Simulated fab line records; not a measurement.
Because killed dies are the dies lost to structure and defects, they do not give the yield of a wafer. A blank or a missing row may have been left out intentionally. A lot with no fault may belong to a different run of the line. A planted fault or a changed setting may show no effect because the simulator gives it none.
Which tool was responsible? / flow n5 finfet / Sampling: 6 lots, 18 wafers, 4 of 1938 route steps

## WHAT THE GAUGES SHOWED, per wafer
N5_SDB_OVL_MEAS_12.
lot=L762; measured=day 4 18:44; on=overlay-02; SDB_OVL (nm)=1.1 0.0 1.6
lot=L764; measured=day 5 07:09; on=overlay-02; SDB_OVL (nm)=-0.4 0.6 -0.8
lot=L771; measured=day 7 00:08; on=overlay-01; SDB_OVL (nm)=-0.4 0.5 -0.2
lot=L775; measured=day 7 23:35; on=overlay-01; SDB_OVL (nm)=0.8 1.3 1.1
lot=L777; measured=day 8 11:32; on=overlay-01; SDB_OVL (nm)=-0.6 0.9 0.7
lot=L780; measured=day 9 05:43; on=overlay-01; SDB_OVL (nm)=1.3 0.8 1.3

## WHICH TOOL RAN EACH LOT (tool, then ch and the chambers of the sampled wafers, then the start)
lot=L762; N5_ILD0_LINER_00=ald sin-02 ch 0,2,3, day 4 12:08; N5_ILD0_ALD_15=ald sin-02 ch 0,1,3, day 4 15:50; N5_SDB_COAT_04=litho track-04 ch 0, day 4 18:28
lot=L764; N5_ILD0_LINER_00=ald sin-04 ch 0,1,3, day 5 00:29; N5_ILD0_ALD_15=ald sin-04 ch 1,2, day 5 04:13; N5_SDB_COAT_04=litho track-04 ch 0, day 5 06:53
lot=L771; N5_ILD0_LINER_00=ald sin-04 ch 0,2, day 6 17:24; N5_ILD0_ALD_15=ald sin-04 ch 0,2, day 6 21:07; N5_SDB_COAT_04=litho track-04 ch 0, day 6 23:45
lot=L775; N5_ILD0_LINER_00=ald sin-02 ch 0,2,3, day 7 16:20; N5_ILD0_ALD_15=ald sin-04 ch 0,1,2, day 7 20:32; N5_SDB_COAT_04=litho track-03 ch 0, day 7 23:11
lot=L777; N5_ILD0_LINER_00=ald sin-01 ch 0,3, day 8 04:48; N5_ILD0_ALD_15=ald sin-04 ch 1,2,3, day 8 08:30; N5_SDB_COAT_04=litho track-05 ch 0, day 8 11:08
lot=L780; N5_ILD0_LINER_00=ald sin-01 ch 2,3, day 8 22:35; N5_ILD0_ALD_15=ald sin-01 ch 0,1,3, day 9 02:41; N5_SDB_COAT_04=litho track-05 ch 0, day 9 05:19
- N5_ILD0_LINER_00: material SiNx, target thk 4 nm, pulse time 1 s, purge time 2 s.
- N5_ILD0_ALD_15: deposits SiNx, target thk 24 nm, pulse time 1 s, ald cycles 480.
- N5_SDB_COAT_04: time 60 s, resist thk 18 nm.

## THE ANSWER, worked out from the rows above alone
Rule: what is usual is taken from the lots themselves. Put in order of their means at a reading, lots are off if they are a third of the lots or fewer, leave a main group of 4 or more, and stand apart from it by a gap of 3 or more times the standard deviation of the main group's means; of several such gaps the widest counts. A main group is skipped when, at the precision printed for the reading in the tables above, its means are all equal. A lot without any number at a reading at which 4 lots or more have one is off too. The other lots that the step has rows for count as sound.
Nothing can be told from this: no lot is off at any reading shown.

## WHAT WAS PUT IN BY THE SIMULATOR
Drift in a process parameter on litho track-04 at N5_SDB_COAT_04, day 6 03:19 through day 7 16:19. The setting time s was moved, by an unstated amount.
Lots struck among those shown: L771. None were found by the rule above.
